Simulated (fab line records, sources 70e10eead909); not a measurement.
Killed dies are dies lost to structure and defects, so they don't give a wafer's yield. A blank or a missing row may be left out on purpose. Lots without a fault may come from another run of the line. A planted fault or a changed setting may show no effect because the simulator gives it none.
Chamber matching | flow nand_harc | NHARC_P_M0_STRIP_18 on rie_diel-05: 4 sister chambers
The step strips in N2/H2. 27 wafers are shown with their chamber, then 12 later ones without.

WAFERS WITH THEIR CHAMBER
wafer  | chamber | showerhead_plenum_p_Torr (Torr) | drypump_motor_current_A (A) | rf_vpp_V (V)
L075.1 | 2       | 1.95                            | 5.8                         | 89.9
L075.2 | 1       | 2.19                            | 5.1                         | 90.8
L075.4 | 3       | 1.89                            | 5.2                         | 90.7
L076.3 | 2       | 1.95                            | 5.8                         | 91.3
L076.5 | 1       | 2.19                            | 5.1                         | 92.2
L076.6 | 2       | 1.95                            | 5.8                         | 90.1
L078.1 | 3       | 1.89                            | 5.2                         | 90.0
L078.4 | 0       | 2.04                            | 6.0                         | 91.0
L078.5 | 2       | 1.94                            | 5.8                         | 90.3
L079.4 | 1       | 2.19                            | 5.1                         | 91.7
L079.5 | 0       | 2.04                            | 6.0                         | 91.3
L079.6 | 1       | 2.19                            | 5.1                         | 91.9
L081.2 | 3       | 1.89                            | 5.2                         | 89.4
L081.3 | 1       | 2.19                            | 5.1                         | 90.8
L081.6 | 2       | 1.94                            | 5.8                         | 89.5
L082.2 | 1       | 2.19                            | 5.0                         | 92.9
L082.5 | 3       | 1.89                            | 5.2                         | 89.3
L082.6 | 0       | 2.04                            | 6.1                         | 90.7
L083.2 | 0       | 2.04                            | 6.0                         | 90.1
L083.4 | 3       | 1.88                            | 5.2                         | 88.9
L083.5 | 2       | 1.94                            | 5.8                         | 89.6
L084.2 | 3       | 1.88                            | 5.2                         | 91.0
L084.4 | 0       | 2.04                            | 6.0                         | 90.7
L084.6 | 0       | 2.04                            | 6.0                         | 92.1
L087.2 | 1       | 2.18                            | 5.1                         | 90.9
L087.3 | 2       | 1.94                            | 5.8                         | 90.8
L087.4 | 0       | 2.04                            | 6.1                         | 90.0

SIGNATURES (means of the wafers above)
reading                  | chamber 0 | chamber 1 | chamber 2 | chamber 3 | scatter within a chamber
showerhead_plenum_p_Torr | 2.0400    | 2.1886    | 1.9443    | 1.8867    | 0.00412
drypump_motor_current_A  | 6.029     | 5.086     | 5.800     | 5.200     | 0.0315
rf_vpp_V                 | 90.843    | 91.600    | 90.214    | 89.883    | 0.753
Rule: a wafer's distance from a chamber is the root of the sum, over the readings, of the square of ((its reading less the chamber's mean) divided by the reading's scatter). The wafer belongs to the nearest chamber; if the next one is less than 2 further off, it can't be placed. The scatter: the root of (the sum of the squares of (reading less its chamber's mean) over the shown wafers, divided by (wafers less chambers)).

WAFERS WITHOUT THEIR CHAMBER
wafer  | showerhead_plenum_p_Torr (Torr) | drypump_motor_current_A (A) | rf_vpp_V (V)
L090.2 | 2.18                            | 5.1                         | 91.2
L090.3 | 2.03                            | 6.1                         | 90.6
L090.6 | 2.03                            | 6.1                         | 91.8
L096.3 | 1.88                            | 5.2                         | 91.0
L096.4 | 1.94                            | 5.8                         | 89.2
L096.5 | 2.03                            | 6.1                         | 89.6
L095.1 | 2.18                            | 5.1                         | 89.8
L095.4 | 1.94                            | 5.9                         | 91.4
L095.5 | 2.03                            | 6.0                         | 89.9
L097.1 | 2.03                            | 6.0                         | 89.9
L097.4 | 1.88                            | 5.2                         | 90.1
L097.5 | 1.88                            | 5.2                         | 88.7

WHICH CHAMBER EACH WENT THROUGH
wafer  | from the rows above | in truth
L090.2 | 1                   | 1
L090.3 | 0                   | 0
L090.6 | 0                   | 0
L096.3 | 3                   | 3
L096.4 | 2                   | 2
L096.5 | 0                   | 0
L095.1 | 1                   | 1
L095.4 | 2                   | 2
L095.5 | 0                   | 0
L097.1 | 0                   | 0
L097.4 | 3                   | 3
L097.5 | 3                   | 3
Placed correctly: 12 of 12. Can't be placed from these rows: 0. Placed wrongly: 0.
